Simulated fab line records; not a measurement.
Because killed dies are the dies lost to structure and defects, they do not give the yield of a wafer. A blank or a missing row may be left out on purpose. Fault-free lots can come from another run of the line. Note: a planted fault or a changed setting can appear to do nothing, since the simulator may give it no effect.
What tool caused it? ; flow nand-harc ; 10 lots with 30 wafers sampled at 6 steps, on a route of 1302 steps

== WHAT THE GAUGES SHOWED, per wafer ==
NHARC_P_GATE_CD_MEAS_59: the cd target is 720 nm.
lot;measured;on;cd-nm (nm)
L075;day 6 02:49;cd-sem-02;721.7 721.6 722.1
L077;day 6 18:25;cd-sem-03;719.9 717.1 720.5
L079;day 7 17:36;cd-sem-01;721.0 721.8 720.8
L082;day 8 23:56;cd-sem-03;718.2 721.5 718.5
L085;day 10 15:19;cd-sem-03;722.4 719.8 719.7
L087;day 11 07:16;cd-sem-01;716.3 717.4 716.7
L089;day 11 16:04;cd-sem-03;721.6 723.0 719.9
L091;day 12 15:50;cd-sem-02;719.9 717.6 717.9
L093;day 13 10:07;cd-sem-02;723.4 719.9 718.8
L096;day 14 23:26;cd-sem-01;717.5 720.2 718.5

== EACH LOT AND THE TOOL THAT RAN IT (in order: tool; ch and the chambers of the sampled wafers; start) ==
lot;NHARC_P_ZERO_WELL_ETCH_63;NHARC_P_GATE_DESCUM_31;NHARC_P_GATE_ETCH_104;NHARC_P_GATE_ETCH_114;NHARC_P_GATE_ETCHBACK_37
L075;rie-si-04 ch 2,3, day 2 07:39;rie-diel-04 ch 0,1,2, day 5 13:07;rie-diel-04 ch 1,2, day 5 13:11;rie-diel-04 ch 0,1, day 6 02:49 or earlier;rie-diel-03 ch 1,2, day 6 02:49 or earlier
L077;rie-si-04 ch 0,2, day 3 03:53;rie-diel-03 ch 0,2, day 6 04:50;rie-diel-03 ch 0,1, day 6 04:55;rie-diel-03 ch 1,2,3, day 6 18:25 or earlier;rie-diel-09 ch 0,1,3, day 6 18:25 or earlier
L079;rie-si-04 ch 2,3, day 3 23:40;rie-diel-03 ch 0,3, day 7 03:58;rie-diel-03 ch 0,2,3, day 7 04:03;rie-diel-03 ch 0,1, day 7 17:36 or earlier;rie-diel-03 ch 2,3, day 7 17:36 or earlier
L082;rie-si-03 ch 1,3, day 5 05:47;rie-diel-03 ch 1,2, day 8 10:23;rie-diel-03 ch 0,1,3, day 8 10:28;rie-diel-03 ch 0,1,3, day 8 23:56 or earlier;rie-diel-09 ch 0,1,3, day 8 23:56 or earlier
L085;rie-si-03 ch 1,2,3, day 6 11:39;rie-diel-04 ch 2,3, day 9 19:29;rie-diel-04 ch 1,3, day 9 19:34;rie-diel-04 ch 0,2,3, day 10 15:19 or earlier;rie-diel-04 ch 2,3, day 10 15:19 or earlier
L087;rie-si-04 ch 0,1,3, day 7 07:36;rie-diel-09 ch 0,2, day 10 15:38;rie-diel-09 ch 1,2,3, day 10 15:43;rie-diel-09 ch 0,2,3, day 11 07:16 or earlier;rie-diel-03 ch 0,1,2, day 11 07:16 or earlier
L089;rie-si-03 ch 0,1,3, day 8 03:52;rie-diel-09 ch 0,1,2, day 11 02:40;rie-diel-09 ch 0,1, day 11 02:44;rie-diel-09 ch 0,1, day 11 16:04 or earlier;rie-diel-03 ch 2,3, day 11 16:04 or earlier
L091;rie-si-03 ch 1,2,3, day 8 23:41;rie-diel-03 ch 0,1,2, day 12 02:23;rie-diel-03 ch 0,1, day 12 02:29;rie-diel-03 ch 0,1, day 12 15:50 or earlier;rie-diel-04 ch 0,2,3, day 12 15:50 or earlier
L093;rie-si-02 ch 0,3, day 9 20:10;rie-diel-04 ch 1,3, day 12 20:06;rie-diel-04 ch 2,3, day 12 20:11;rie-diel-04 ch 0,1,3, day 13 10:07 or earlier;rie-diel-04 ch 1,3, day 13 10:07 or earlier
L096;rie-si-03 ch 0,2,3, day 11 01:36;rie-diel-09 ch 0,1,2, day 14 03:35;rie-diel-09 ch 1,2, day 14 03:39;rie-diel-09 ch 0,1, day 14 23:26 or earlier;rie-diel-09 ch 1,2, day 14 23:26 or earlier
- NHARC_P_ZERO_WELL_ETCH_63: etches the open film in HBr/Cl2, target depth 120 nm, time 40.1 s.
- NHARC_P_GATE_DESCUM_31: chemistry O2, time 3 s.
- NHARC_P_GATE_ETCH_104: etches the open film in CF4/CHF3, target depth 60 nm.
- NHARC_P_GATE_ETCH_114: etches the open film in CF4/O2, target depth 30 nm, overetch 3 nm, time 16.5 s.
- NHARC_P_GATE_ETCHBACK_37: etches the open film in CHF3/O2, target depth 34.5 nm, time 17.2 s.

== THE ANSWER, worked out from the rows above alone ==
Rule: the usual values come from the lots themselves. The widest of any qualifying gaps counts: lots, ordered by their means at a reading, are off when they make up no more than a third of the lots, leave a main group of 4 or more, and stand apart from it by 3 or more times the standard deviation of that group's means. Not used: any main group whose means are identical at the precision the tables above print for the reading. Also off: a lot with no number at a reading for which 4 or more lots have one. All remaining lots with rows at the step are treated as sound.
None of the lots is off at any reading shown; this tells nothing.

== WHAT THE SIMULATOR HAD INSERTED ==
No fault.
